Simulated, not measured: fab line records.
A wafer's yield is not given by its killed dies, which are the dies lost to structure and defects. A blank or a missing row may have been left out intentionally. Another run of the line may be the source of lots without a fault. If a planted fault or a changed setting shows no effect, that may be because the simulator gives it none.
fab line records    flow n5-finfet
[record] lots = 7  wafers = 21  last-day = 17
route steps=1938 shown FIN_SAQP@127 FIN_CUT@165 BEOL_M4@1111 PASSIVATION@1936
lots that met no fault: from a run of the same line without faults
start-h: hours from the record's first day to the start of the lot's first wafer shown    wait-h: hours elapsed since this lot's preceding step    " as in the row above    L1.1+2: a row that stands for several wafers    - no value present, or no start provided    * or withheld: withheld    < > ~ a bound
route shown NAME@n: NAME is a module with steps in the file, n the number in the route of the first one    usual: mean/standard deviation of fault-free wafers    same: alike in all rows    chamber/n: place in a boat    sites: the reading at each site    _std_site: their standard deviation    _edge_site: inner sites' mean taken away from outer sites' mean    radius-mm: for every site, how far away it sits from the centre of the wafer    mask NAME#n: copy n    behind: the last tool/chamber to shape the wafer    hold: why the lot went on hold/how many hours it stayed there/how the hold came to an end    device: the n, p or np transistor that did not switch    end of line: at the end of the route, the tests of the same wafers    step lacking rows: just its recipe    killed: dies that structure and defects cost at the first sort, which is not the same as the wafer's yield    map: a wafer's dies, x killed, . not, _ none there
set.NAME: the setting that was run; set.NAME@STEP: the one run at that earlier step    model.NAME: the simulator's own value behind a step, which no gauge read
the route's steps for a sample of lots (tables are steps, rows are wafers)
services: the hour from which a tool's chamber was out of use, counted from the record's first day as start-h (under 0 if before that day), plus the number of hours and why
[[steps]]
[step N5_FIN_SAQP_MANDREL1_REMOVE_56]
[recipe] chemistry = HBr/Cl2/O2  bt-time-s = 10  target = a-Si  stop-on = SiNx  endpoint = OES-SiCl  over-etch-frac = 1  icp-w = 600  bias-w = 22  HBr_flow_sccm = 150  Cl2_flow_sccm = 80  O2_flow_sccm = 5  pressure-mtorr = 10
[usual] chamber-pressure-mTorr = 9.999/0.0088  drypump-motor-current-A = 5.8/0.54  oes-product-au = 1.003/0.016  throttle-valve-pct = 36.58/0.19
lot.wafer  tool       chamber  start-h  wait-h  chamber-pressure-mTorr  drypump-motor-current-A  oes-product-au  rf-hours-counter-h  throttle-valve-pct
L227.3     rie-si-06  2        60.35    0.1     9.987                   4.6                      1.004           163                 36.64
L227.4     "          3        "        "       10.012                  6.0                      0.986           151                 36.59
L227.5     "          0        "        "       10.008                  6.0                      0.992           -                   36.92
L229.1     rie-si-05  0        72.53    0.1     9.984                   5.0                      1.024           116                 36.68
L229.4     "          2        "        "       9.995                   5.7                      0.977           1                   36.69
L229.6     "          3        "        "       9.994                   6.5                      1.007           -                   36.49
L231.1     rie-si-03  2        83.91    0.1     9.999                   5.5                      0.990           52                  36.54
L231.2     "          3        "        "       10.003                  5.7                      1.030           131                 36.56
L231.6     "          0        "        "       10.007                  6.2                      1.004           -                   36.22
L232.3     rie-si-06  0        90.83    0.1     9.996                   6.0                      0.989           155                 36.92
L232.5     "          0        "        "       9.985                   6.0                      0.987           -                   36.92
L232.6     "          1        "        "       10.004                  6.7                      0.977           -                   36.34
L242.2     rie-si-05  2        150.39   0.1     9.997                   5.7                      0.990           2                   36.69
L242.4     "          1        "        "       9.996                   6.1                      1.001           114                 36.82
L242.5     "          2        "        "       9.974                   5.7                      0.989           -                   36.70
L243.1     rie-si-05  1        156.05   0.1     9.990                   6.1                      1.003           115                 36.81
L243.3     "          0        "        "       10.009                  5.0                      1.042           117                 36.68
L243.6     "          0        "        "       9.989                   5.0                      1.031           -                   36.67
L244.3     rie-si-05  2        161.60   0.1     9.994                   5.7                      0.990           3                   36.71
L244.4     "          3        "        "       9.979                   6.5                      1.010           109                 36.49
L244.6     "          2        "        "       10.012                  5.7                      0.991           -                   36.71
[step N5_FIN_SAQP_STRIP_70]
[recipe] chemistry = N2/H2  power-w = 500  temp-c = 40  pressure-mtorr = 50  rf-frequency-hz = 6e+07  overash-fraction = 0.3  bias-power-w = 28  h2-frac = 0.5  n2-flow-sccm = 300  h2-flow-sccm = 300
[usual] bias-power-w = 27.99/0.089  chamber-pressure-mTorr = 50.00/0.044  drypump-motor-current-A = 5.8/0.41  oes-product-au = 0.80/0.1  power-w = 500.2/1.4  rf-vpp-V = 122.0/0.95  showerhead-plenum-p-Torr = 3.39/0.12  throttle-valve-pct = 18.7/0.35
lot.wafer  tool         chamber  start-h  wait-h  bias-power-w  chamber-pressure-mTorr  drypump-motor-current-A  oes-product-au  power-w  rf-hours-counter-h  rf-vpp-V  showerhead-plenum-p-Torr  throttle-valve-pct
L227.3     rie-diel-04  0        61.53    0.0     28.03         50.01                   5.5                      0.96            503.3    5                   121.7     3.43                      18.4
L227.4     "            2        "        "       28.02         50.06                   5.9                      0.86            499.2    47                  121.6     3.42                      19.1
L227.5     "            1        "        "       28.05         49.95                   6.0                      0.91            499.8    -                   120.2     3.44                      18.3
L229.1     rie-diel-05  1        73.46    0.0     27.90         50.02                   5.6                      0.79            500.1    94                  122.5     3.53                      18.5
L229.4     "            2        "        "       28.21         49.99                   5.8                      0.70            500.7    239                 122.8     3.45                      18.4
L229.6     "            3        "        "       27.93         50.05                   5.9                      0.70            500.1    -                   122.3     3.34                      18.9
L231.1     rie-diel-04  2        85.12    0.0     28.13         49.99                   5.9                      0.85            499.1    56                  122.6     3.41                      19.2
L231.2     "            0        "        "       27.88         50.01                   5.4                      0.94            498.9    15                  122.3     3.42                      18.4
L231.6     "            0        "        "       27.95         50.02                   5.4                      0.93            497.9    -                   121.5     3.42                      18.4
L232.3     rie-diel-04  2        91.78    0.0     27.77         49.95                   5.9                      0.85            499.7    59                  121.5     3.41                      19.2
L232.5     "            0        "        "       28.06         50.01                   5.4                      0.93            501.4    -                   122.8     3.42                      18.4
L232.6     "            3        "        "       28.02         49.99                   5.6                      0.70            500.5    -                   122.9     3.45                      18.9
L242.2     rie-diel-05  2        151.33   0.0     28.00         50.04                   5.8                      0.95            499.4    12                  121.5     3.44                      18.0
L242.4     "            3        "        "       28.01         50.07                   5.9                      0.67            501.0    233                 121.2     3.32                      18.9
L242.5     "            3        "        "       28.03         50.04                   5.9                      0.67            501.3    -                   121.6     3.32                      18.9
L243.1     rie-diel-05  1        157.09   0.0     28.02         50.06                   5.7                      0.75            499.4    130                 123.0     3.51                      18.6
L243.3     "            3        "        "       27.97         49.94                   5.9                      0.66            500.9    235                 123.0     3.32                      18.9
L243.6     "            3        "        "       28.06         49.91                   5.9                      0.67            498.3    -                   121.3     3.32                      18.9
L244.3     rie-diel-06  1        162.65   0.0     27.85         50.06                   6.4                      0.87            499.5    63                  122.1     3.55                      18.9
L244.4     "            0        "        "       28.06         49.95                   5.9                      0.74            501.4    148                 121.2     3.36                      18.6
L244.6     "            1        "        "       27.88         50.03                   6.4                      0.87            498.9    -                   123.4     3.55                      18.8
[step N5_FIN_SAQP_ETCH_34]
[recipe] chemistry = C4F6/O2  target = SiO2  target-depth-a = 450  time-s = 15  ion-energy-ev = 250  pressure-mtorr = 30  source-w = 345  bias-w = 185  Ar_flow_sccm = 300  C4F6_flow_sccm = 10  O2_flow_sccm = 10  ends = cleared
[usual] chamber-pressure-mTorr = 29.999/0.027  drypump-motor-current-A = 5.8/0.4  etch-rf-on-time-s = 14.95/0.18  oes-product-au = 0.68/0.085  rf-vpp-V = 668/6.3  showerhead-plenum-p-Torr = 2.87/0.1  throttle-valve-pct = 20.94/0.25
lot.wafer  tool         chamber  start-h  wait-h  chamber-pressure-mTorr  drypump-motor-current-A  etch-rf-on-time-s  oes-product-au  rf-hours-counter-h  rf-vpp-V  showerhead-plenum-p-Torr  throttle-valve-pct
L227.3     rie-diel-05  2        62.48    0.0     29.937                  5.8                      15.15              0.60            235                 667       2.91                      20.72
L227.4     "            3        "        "       30.023                  5.9                      15.14              0.59            196                 669       2.83                      21.15
L227.5     "            3        "        "       29.976                  5.9                      15.26              0.59            -                   671       2.83                      21.16
L229.1     rie-diel-04  1        74.98    0.0     29.977                  6.0                      14.94              0.77            23                  669       2.91                      20.62
L229.4     "            3        "        "       30.018                  5.6                      14.97              0.60            226                 672       2.92                      21.03
L229.6     "            3        "        "       29.997                  5.6                      15.08              0.60            -                   671       2.92                      21.02
L231.1     rie-diel-05  3        86.51    0.0     30.028                  5.9                      15.16              0.59            205                 670       2.82                      21.15
L231.2     "            0        "        "       30.010                  5.1                      15.12              0.59            241                 654       2.70                      21.40
L231.6     "            2        "        "       30.056                  5.8                      15.11              0.60            -                   667       2.91                      20.72
L232.3     rie-diel-06  3        92.66    0.0     29.949                  6.6                      15.12              0.60            199                 664       2.71                      20.68
L232.5     "            1        "        "       29.960                  6.5                      15.10              0.78            -                   668       3.01                      20.90
L232.6     "            2        "        "       30.034                  5.6                      15.13              0.67            -                   663       2.75                      21.02
L242.2     rie-diel-05  3        152.33   0.0     29.965                  5.9                      15.15              0.57            233                 667       2.81                      21.20
L242.4     "            0        "        "       30.008                  5.1                      14.95              0.81            6                   666       3.03                      21.02
L242.5     "            1        "        "       29.995                  5.6                      14.77              0.65            -                   676       2.97                      20.84
L243.1     rie-diel-04  3        157.94   0.0     30.011                  5.6                      14.59              0.85            1                   670       2.91                      20.70
L243.3     "            0        "        "       30.014                  5.4                      14.88              0.74            45                  682       2.90                      20.97
L243.6     "            3        "        "       30.033                  5.5                      14.62              0.85            -                   671       2.91                      20.68
L244.3     rie-diel-04  3        163.80   0.0     29.972                  5.6                      14.80              0.82            3                   671       2.91                      20.70
L244.4     "            1        "        "       30.024                  6.0                      14.98              0.73            54                  668       2.90                      20.66
L244.6     "            0        "        "       30.062                  5.5                      14.99              0.74            -                   682       2.90                      20.99
[step N5_FIN_SAQP_ETCH_64]
[recipe] chemistry = CF4  target = SiO2  target-depth-a = 15  ion-energy-ev = 350  pressure-mtorr = 10  icp-w = 800  bias-w = 400  cf4-flow-sccm = 80
[usual] chamber-pressure-mTorr = 10.001/0.009  drypump-motor-current-A = 5.8/0.6  oes-product-au = 1.000/0.017  throttle-valve-pct = 21.74/0.19
lot.wafer  tool       chamber  start-h  wait-h  chamber-pressure-mTorr  drypump-motor-current-A  oes-product-au  rf-hours-counter-h  throttle-valve-pct
L227.3     rie-si-06  3        62.67    0.0     10.005                  5.9                      0.988           151                 21.66
L227.4     "          2        "        "       10.005                  4.6                      1.007           163                 21.80
L227.5     "          1        "        "       9.999                   6.7                      0.981           -                   21.45
L229.1     rie-si-06  3        75.17    0.0     10.006                  5.9                      0.984           151                 21.65
L229.4     "          0        "        "       10.010                  6.0                      0.986           154                 22.04
L229.6     "          1        "        "       10.001                  6.7                      0.989           -                   21.43
L231.1     rie-si-06  1        86.71    0.0     10.002                  6.7                      0.986           22                  21.43
L231.2     "          2        "        "       9.997                   4.6                      1.006           164                 21.82
L231.6     "          0        "        "       9.993                   6.0                      0.993           -                   22.02
L232.3     rie-si-06  0        92.85    0.0     10.001                  6.0                      0.988           155                 22.03
L232.5     "          3        "        "       10.005                  5.9                      0.991           -                   21.66
L232.6     "          2        "        "       10.005                  4.6                      1.014           -                   21.80
L242.2     rie-si-05  0        152.53   0.0     9.999                   5.0                      1.032           117                 21.74
L242.4     "          3        "        "       10.008                  6.4                      1.014           109                 21.66
L242.5     "          0        "        "       10.014                  5.0                      1.025           -                   21.74
L243.1     rie-si-05  0        158.14   0.0     10.006                  5.0                      1.034           117                 21.74
L243.3     "          3        "        "       10.006                  6.4                      1.018           109                 21.67
L243.6     "          3        "        "       10.017                  6.5                      1.011           -                   21.67
L244.3     rie-si-05  3        164.00   0.0     9.999                   6.4                      1.025           109                 21.69
L244.4     "          1        "        "       10.015                  6.1                      1.002           115                 22.02
L244.6     "          1        "        "       10.001                  6.1                      1.015           -                   22.01
[step N5_FIN_SAQP_INSPECT_40]
[recipe] inspect-instrument = brightfield  mode = aei
[usual] raw-defect-count = 223/70
lot.wafer  tool               chamber  start-h  wait-h  raw-defect-count
L227.3     defect-inspect-02  -        63.05    0.0     177
L227.4     "                  -        "        "       163
L227.5     "                  -        "        "       181
L229.1     defect-inspect-02  -        75.44    0.0     246
L229.4     "                  -        "        "       155
L229.6     "                  -        "        "       193
L231.1     defect-inspect-01  -        86.98    0.0     191
L231.2     "                  -        "        "       817
L231.6     "                  -        "        "       222
L232.3     defect-inspect-02  -        93.12    0.0     310
L232.5     "                  -        "        "       259
L232.6     "                  -        "        "       810
L242.2     defect-inspect-01  -        152.80   0.0     154
L242.4     "                  -        "        "       208
L242.5     "                  -        "        "       149
L243.1     defect-inspect-01  -        158.41   0.0     194
L243.3     "                  -        "        "       146
L243.6     "                  -        "        "       228
L244.3     defect-inspect-01  -        164.27   0.0     147
L244.4     "                  -        "        "       152
L244.6     "                  -        "        "       146
[step N5_FIN_CUT_INSPECT_10]
[recipe] mode = adi  inspect-instrument = brightfield
[usual] raw-defect-count = 42/11
lot.wafer  tool               chamber  start-h  wait-h  raw-defect-count
L227.3     defect-inspect-02  -        63.57    0.0     52
L227.4     "                  -        "        "       38
L227.5     "                  -        "        "       34
L229.1     defect-inspect-01  -        75.96    0.1     51
L229.4     "                  -        "        "       22
L229.6     "                  -        "        "       34
L231.1     defect-inspect-01  -        87.37    0.1     46
L231.2     "                  -        "        "       653
L231.6     "                  -        "        "       50
L232.3     defect-inspect-02  -        93.51    0.0     61
L232.5     "                  -        "        "       39
L232.6     "                  -        "        "       647
L242.2     defect-inspect-01  -        153.19   0.0     36
L242.4     "                  -        "        "       60
L242.5     "                  -        "        "       23
L243.1     defect-inspect-02  -        158.80   0.1     31
L243.3     "                  -        "        "       32
L243.6     "                  -        "        "       42
L244.3     defect-inspect-02  -        164.79   0.0     41
L244.4     "                  -        "        "       35
L244.6     "                  -        "        "       35
[step N5_FIN_CUT_INSPECT_17]
[recipe] inspect-instrument = brightfield  mode = aei
[usual] raw-defect-count = 228/69
lot.wafer  tool               chamber  start-h  wait-h  raw-defect-count
L227.3     defect-inspect-01  -        64.52    0.0     200
L227.4     "                  -        "        "       182
L227.5     "                  -        "        "       202
L229.1     defect-inspect-01  -        76.93    0.0     245
L229.4     "                  -        "        "       172
L229.6     "                  -        "        "       190
L231.1     defect-inspect-01  -        88.31    0.0     211
L231.2     "                  -        "        "       803
L231.6     "                  -        "        "       225
L232.3     defect-inspect-01  -        94.50    0.0     317
L232.5     "                  -        "        "       272
L232.6     "                  -        "        "       829
L242.2     defect-inspect-02  -        154.16   0.0     145
L242.4     "                  -        "        "       204
L242.5     "                  -        "        "       157
L243.1     defect-inspect-01  -        159.75   0.0     185
L243.3     "                  -        "        "       137
L243.6     "                  -        "        "       212
L244.3     defect-inspect-02  -        165.76   0.0     160
L244.4     "                  -        "        "       160
L244.6     "                  -        "        "       156
[step N5_BEOL_M4_RC_MEAS_101]
[usual] DIBL_N = 36.3/1.4  DIBL_P = 36.2/1.5  IOFF_N = 0.160/0.021  IOFF_P = 0.211/0.027  ION_N = 676/7.7  ION_P = 463/5.5  SS_N = 71.4/0.57  SS_P = 73.3/0.58  VT_N = 249.3/2.5  VT_P = -250.1/2.6
lot.wafer  tool       chamber  start-h  wait-h  DIBL_N[mV/V]  DIBL_P[mV/V]  IOFF_N[nA/um]  IOFF_P[nA/um]  ION_N[uA/um]  ION_P[uA/um]  SS_N[mV/dec]  SS_P[mV/dec]  VT_N[mV]  VT_P[mV]
L227.3     prober-01  0        205.08   0.3     38.6          37.1          0.156          0.234          668           467           71.9          73.6          252.9     -250.9
L227.4     "          0        "        "       38.2          37.4          0.152          0.229          673           469           71.0          73.6          249.7     -249.4
L227.5     "          0        "        "       37.8          35.5          0.137          0.201          674           461           71.8          73.1          253.1     -250.7
L229.1     prober-01  0        217.77   0.0     35.9          37.6          0.178          0.229          687           463           71.1          73.7          248.4     -251.9
L229.4     "          0        "        "       35.3          36.3          0.157          0.213          672           461           70.7          73.3          251.2     -250.3
L229.6     "          0        "        "       35.4          35.6          0.154          0.201          679           461           70.4          73.0          248.0     -248.6
L232.3     prober-01  0        238.67   0.3     34.4          35.3          0.131          0.202          670           464           71.1          72.9          252.5     -251.6
L232.5     "          0        "        "       36.0          37.7          0.168          0.234          674           470           71.9          74.5          247.5     -246.9
L232.6     "          0        "        "       35.0          35.8          0.136          0.205          660           456           71.7          73.6          252.5     -250.2
L231.1     prober-01  0        244.78   0.0     34.8          33.4          0.129          0.172          665           459           71.0          72.6          253.6     -249.8
L231.2     "          0        "        "       37.6          37.7          0.172          0.227          680           464           71.2          73.9          246.5     -248.4
L231.6     "          0        "        "       35.2          33.9          0.131          0.173          677           459           71.1          72.5          250.5     -249.7
L242.2     prober-01  0        300.78   0.2     36.7          38.9          0.172          0.245          678           468           71.2          73.8          248.6     -249.6
L242.4     "          0        "        "       34.1          35.2          0.128          0.191          662           462           70.9          72.5          250.9     -248.4
L242.5     "          0        "        "       34.5          36.2          0.141          0.199          671           461           70.6          73.5          251.8     -251.2
L243.1     prober-01  0        308.31   0.0     36.9          37.2          0.179          0.233          680           468           71.7          73.4          249.0     -246.6
L243.3     "          0        "        "       36.1          36.4          0.162          0.231          683           469           71.4          74.0          249.9     -250.1
L243.6     "          0        "        "       37.2          37.9          0.189          0.242          687           471           72.7          74.3          247.6     -248.8
L244.3     prober-01  0        313.48   0.3     36.2          36.6          0.155          0.221          673           465           71.6          74.1          250.7     -249.9
L244.4     "          0        "        "       35.2          34.4          0.125          0.181          660           451           70.8          73.0          253.3     -250.6
L244.6     "          0        "        "       37.5          37.0          0.157          0.228          673           460           71.8          74.3          250.6     -249.8
[step N5_PASSIVATION_PROBE_49]
[usual] defect-limited-yield = 91.3/1.4  killed_at_M0_to_M3 = 34/10  killed_at_M4_up = 13/4.8  killed-at-contacts = 12/6.1  killed-at-front-end = 40/11  killed-at-other = 3.7/2.8  killed-dies = 103/16  killed-open = 67/12  killed-short = 34/7.4  sort_bin_5_function = 5.1/0.95  sort_bin_6_memory = 3.2/0.62  sort-n-pass = 1077/16  sort-yield-pct = 91.3/1.4
[same] gross-dies = 1180  killed-at-back-side = 0  sort_bin_4_leakage[%] = 0  sort_bin_8_speed[%] = 0
lot.wafer  tool       chamber  start-h  wait-h  defect-limited-yield[%]  killed_at_M0_to_M3  killed_at_M4_up  killed-at-contacts  killed-at-front-end  killed-at-other  killed-dies  killed-open  killed-short  sort_bin_5_function[%]  sort_bin_6_memory[%]  sort-n-pass  sort-yield-pct[%]
L232.3     prober-02  -        337.36   0.1     90.7                     37                  15               9                   43                   6                110          68           37            4.6                     4.2                   1070         90.7
L232.5     prober-02  -        337.46   0.2     90.7                     38                  7                9                   54                   2                110          78           30            4.9                     4.1                   1070         90.7
L232.6     prober-02  -        337.51   0.3     82.9                     23                  11               1                   164                  3                202          51           21            10.7                    3.7                   978          82.9
L231.1     prober-02  -        356.15   0.0     92.3                     30                  9                6                   39                   7                91           46           43            4.2                     3.3                   1089         92.3
L231.2     prober-02  -        356.20   0.1     81.7                     33                  17               10                  154                  2                216          54           31            11.5                    4.0                   964          81.7
L231.6     prober-02  -        356.40   0.3     91.9                     37                  13               12                  29                   5                96           51           43            5.0                     2.5                   1084         91.9
// killed by level:class
L232.3 FIN_SAQP:geometric-particle:short=11 FIN_SAQP:geometric-particle:open=9 BEOL_M2:geometric-particle:open=9 MOL_CONTACT_COAG:geometric-particle:open=8 BEOL_M1:geometric-particle:open=6 BEOL_M4:geometric-particle:open=6 BEOL_M0_SAQP:geometric-particle:short=5 STI_FIN_REVEAL:geometric-particle:open=4
L232.5 STI_FIN_REVEAL:geometric-particle:open=19 FIN_SAQP:geometric-particle:open=9 BEOL_M0_SAQP:geometric-particle:open=9 BEOL_M2:geometric-particle:open=9 MOL_CONTACT_COAG:geometric-particle:open=7 BEOL_M1:geometric-particle:open=6 GATE_CUT:geometric-particle:open=5 FIN_SAQP:geometric-particle:short=4
L232.6 FIN_SAQP:unspecified=127 FIN_SAQP:geometric-particle:open=7 STI_FIN_REVEAL:geometric-particle:open=7 BEOL_M1:geometric-particle:open=5 BEOL_M2:geometric-particle:open=5 GATE_CUT:geometric-particle:short=4 BEOL_M4:geometric-particle:open=4 STARTING-WAFER:geometric-particle:open=4
L231.1 BEOL_M2:geometric-particle:open=9 FIN_SAQP:geometric-particle:short=8 GATE_CUT:geometric-particle:short=7 BEOL_M0_SAQP:geometric-particle:short=6 MOL_CONTACT_COAG:geometric-particle:open=5 BEOL_M4:geometric-particle:open=5 FIN_SAQP:geometric-particle:open=4 STARTING-WAFER:geometric-particle:short=4
L231.2 FIN_SAQP:unspecified=128 BEOL_M0_SAQP:geometric-particle:open=10 BEOL_M0_SAQP:geometric-particle:short=9 BEOL_M4:geometric-particle:open=9 MOL_CONTACT_COAG:geometric-particle:open=7 BEOL_M2:geometric-particle:open=5 FIN_SAQP:geometric-particle:short=3 GATE_CUT:geometric-particle:open=3
L231.6 BEOL_M0_SAQP:geometric-particle:short=13 MOL_CONTACT_COAG:geometric-particle:open=9 BEOL_M1:geometric-particle:open=9 BEOL_M0_SAQP:geometric-particle:open=6 BEOL_M4:geometric-particle:open=6 FIN_SAQP:geometric-particle:short=5 STI_FIN_REVEAL:geometric-particle:open=4 GATE_CUT:geometric-particle:short=4
[[services]]
tool         chamber  start-h  hours  kind
rie-si-03    -        44.28    0.1    repair
rie-diel-04  1        104.02   9.3    repair
rie-diel-05  2        104.20   -      clean
rie-diel-05  2        104.20   -      consumable-replace:focus-ring
rie-diel-05  2        104.20   12.5   scheduled-down
rie-diel-05  2        104.20   12.5   vent-cycle
rie-si-03    1        105.05   1.8    repair
rie-diel-05  0        116.69   -      clean
rie-diel-05  0        116.69   -      consumable-replace:focus-ring
rie-diel-05  0        116.69   -      consumable-replace:showerhead
rie-diel-05  0        116.69   19.2   scheduled-down
rie-diel-05  0        116.69   19.2   vent-cycle
rie-diel-05  2        132.80   6.0    repair
rie-si-03    1        135.65   12.0   repair
rie-diel-04  3        137.04   -      clean
rie-diel-04  3        137.04   -      consumable-replace:focus-ring
rie-diel-04  3        137.04   17.2   scheduled-down
rie-diel-04  3        137.04   17.2   vent-cycle
rie-si-03    2        137.21   5.9    repair
[[key]]
[first-sign] step = N5_FIN_SAQP_INSPECT_40  reading = raw-defect-count  direction = up  sigmas = 8.4  usual = 223  struck = 814
[effect] step = N5_FIN_CUT_INSPECT_10  reading = raw-defect-count  direction = up  sigmas = 54  usual = 42  struck = 650
[effect] step = N5_FIN_CUT_INSPECT_17  reading = raw-defect-count  direction = up  sigmas = 8.5  usual = 228  struck = 816
[effect] step = N5_PASSIVATION_PROBE_49  reading = killed-at-front-end  direction = up  sigmas = 11  usual = 40  struck = 159
[more-kills-born-at] N5_FIN_SAQP_ETCH_64@rie-si-06 = 255
met-at N5_FIN_SAQP_ETCH_64
struck-lots L231,L232
struck-wafers L231.2,L232.6
not-acting-at N5_FIN_SAQP_MANDREL1_REMOVE_56,N5_FIN_SAQP_STRIP_70,N5_FIN_SAQP_ETCH_34
onset-between 62.67 86.71
[fault] kind = chamber-particle-source  tool = rie-si-06  chamber = 2  onset-h = 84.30  steps = N5_FIN_SAQP_ETCH_64  rate-per-visit-cm2 = 0.93901  end-h = 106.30
